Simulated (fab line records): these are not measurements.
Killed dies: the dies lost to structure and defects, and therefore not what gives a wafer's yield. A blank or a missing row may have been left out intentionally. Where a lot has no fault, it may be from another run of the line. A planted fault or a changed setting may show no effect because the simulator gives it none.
Matching of chambers / flow nand_harc / NHARC_A_STAIRCASE_ETCH_313 on rie_diel-09 has 4 sister chambers
The step etches the open film in CF4/CHF3. 18 wafers are shown with their chamber, then 9 later ones without.

## WAFERS, EACH WITH ITS CHAMBER
wafer=L078.2; chamber=2; showerhead_plenum_p_Torr (Torr)=1.63; rf_vpp_V (V)=373.9; chamber_pressure_mTorr (mTorr)=24.961
wafer=L078.4; chamber=3; showerhead_plenum_p_Torr (Torr)=1.50; rf_vpp_V (V)=368.7; chamber_pressure_mTorr (mTorr)=24.993
wafer=L078.5; chamber=0; showerhead_plenum_p_Torr (Torr)=1.56; rf_vpp_V (V)=369.9; chamber_pressure_mTorr (mTorr)=24.993
wafer=L077.1; chamber=3; showerhead_plenum_p_Torr (Torr)=1.50; rf_vpp_V (V)=368.3; chamber_pressure_mTorr (mTorr)=25.017
wafer=L077.5; chamber=2; showerhead_plenum_p_Torr (Torr)=1.63; rf_vpp_V (V)=371.3; chamber_pressure_mTorr (mTorr)=24.981
wafer=L077.6; chamber=3; showerhead_plenum_p_Torr (Torr)=1.50; rf_vpp_V (V)=367.7; chamber_pressure_mTorr (mTorr)=24.993
wafer=L080.4; chamber=1; showerhead_plenum_p_Torr (Torr)=1.62; rf_vpp_V (V)=372.2; chamber_pressure_mTorr (mTorr)=24.965
wafer=L080.5; chamber=0; showerhead_plenum_p_Torr (Torr)=1.55; rf_vpp_V (V)=370.9; chamber_pressure_mTorr (mTorr)=24.990
wafer=L080.6; chamber=3; showerhead_plenum_p_Torr (Torr)=1.49; rf_vpp_V (V)=367.9; chamber_pressure_mTorr (mTorr)=24.957
wafer=L082.4; chamber=2; showerhead_plenum_p_Torr (Torr)=1.63; rf_vpp_V (V)=371.2; chamber_pressure_mTorr (mTorr)=24.995
wafer=L082.5; chamber=2; showerhead_plenum_p_Torr (Torr)=1.63; rf_vpp_V (V)=372.9; chamber_pressure_mTorr (mTorr)=25.006
wafer=L082.6; chamber=1; showerhead_plenum_p_Torr (Torr)=1.62; rf_vpp_V (V)=372.5; chamber_pressure_mTorr (mTorr)=24.971
wafer=L084.2; chamber=3; showerhead_plenum_p_Torr (Torr)=1.49; rf_vpp_V (V)=368.2; chamber_pressure_mTorr (mTorr)=24.976
wafer=L084.3; chamber=0; showerhead_plenum_p_Torr (Torr)=1.55; rf_vpp_V (V)=369.8; chamber_pressure_mTorr (mTorr)=24.961
wafer=L084.6; chamber=2; showerhead_plenum_p_Torr (Torr)=1.63; rf_vpp_V (V)=372.0; chamber_pressure_mTorr (mTorr)=25.003
wafer=L093.1; chamber=3; showerhead_plenum_p_Torr (Torr)=1.49; rf_vpp_V (V)=368.3; chamber_pressure_mTorr (mTorr)=25.001
wafer=L093.4; chamber=2; showerhead_plenum_p_Torr (Torr)=1.62; rf_vpp_V (V)=372.8; chamber_pressure_mTorr (mTorr)=25.019
wafer=L093.5; chamber=0; showerhead_plenum_p_Torr (Torr)=1.54; rf_vpp_V (V)=369.6; chamber_pressure_mTorr (mTorr)=24.980

SIGNATURES, as means of the wafers listed above
reading=showerhead_plenum_p_Torr; chamber 0=1.5500; chamber 1=1.6200; chamber 2=1.6283; chamber 3=1.4950; scatter within a chamber=0.00556
reading=rf_vpp_V; chamber 0=370.050; chamber 1=372.350; chamber 2=372.350; chamber 3=368.183; scatter within a chamber=0.713
reading=chamber_pressure_mTorr; chamber 0=24.98100; chamber 1=24.96800; chamber 2=24.99417; chamber 3=24.98950; scatter within a chamber=0.0187
Rule: for a wafer and a chamber, the distance is found by dividing, reading by reading, the gap between the wafer's reading and the chamber's mean by the reading's scatter, squaring, summing and taking the root. The wafer belongs to the nearest chamber; if the next one is less than 2 further off, it can't be placed. The scatter: take each reading less its chamber's mean, square it, sum over the shown wafers, divide by the number of wafers less the number of chambers, and take the root.

## WAFERS WITH NO CHAMBER GIVEN
wafer=L095.2; showerhead_plenum_p_Torr (Torr)=1.54; rf_vpp_V (V)=370.3; chamber_pressure_mTorr (mTorr)=25.011
wafer=L095.4; showerhead_plenum_p_Torr (Torr)=1.61; rf_vpp_V (V)=373.4; chamber_pressure_mTorr (mTorr)=24.992
wafer=L095.5; showerhead_plenum_p_Torr (Torr)=1.54; rf_vpp_V (V)=369.5; chamber_pressure_mTorr (mTorr)=25.029
wafer=L096.1; showerhead_plenum_p_Torr (Torr)=1.54; rf_vpp_V (V)=370.3; chamber_pressure_mTorr (mTorr)=24.953
wafer=L096.4; showerhead_plenum_p_Torr (Torr)=1.62; rf_vpp_V (V)=371.0; chamber_pressure_mTorr (mTorr)=25.007
wafer=L096.5; showerhead_plenum_p_Torr (Torr)=1.54; rf_vpp_V (V)=368.6; chamber_pressure_mTorr (mTorr)=25.001
wafer=L097.2; showerhead_plenum_p_Torr (Torr)=1.62; rf_vpp_V (V)=372.7; chamber_pressure_mTorr (mTorr)=25.038
wafer=L097.3; showerhead_plenum_p_Torr (Torr)=1.48; rf_vpp_V (V)=368.2; chamber_pressure_mTorr (mTorr)=24.991
wafer=L097.6; showerhead_plenum_p_Torr (Torr)=1.48; rf_vpp_V (V)=365.6; chamber_pressure_mTorr (mTorr)=25.014

## EACH ONE'S CHAMBER
wafer=L095.2; from the rows above=0; in truth=0
wafer=L095.4; from the rows above=can't be placed: 1 or 2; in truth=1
wafer=L095.5; from the rows above=0; in truth=0
wafer=L096.1; from the rows above=0; in truth=0
wafer=L096.4; from the rows above=can't be placed: 2 or 1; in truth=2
wafer=L096.5; from the rows above=0; in truth=0
wafer=L097.2; from the rows above=can't be placed: 2 or 1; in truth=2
wafer=L097.3; from the rows above=3; in truth=3
wafer=L097.6; from the rows above=3; in truth=3
Correct placement for 6 of the 9. Not placeable from these rows: 3 (in 3, the candidates include the true chamber). Number placed wrongly: 0.
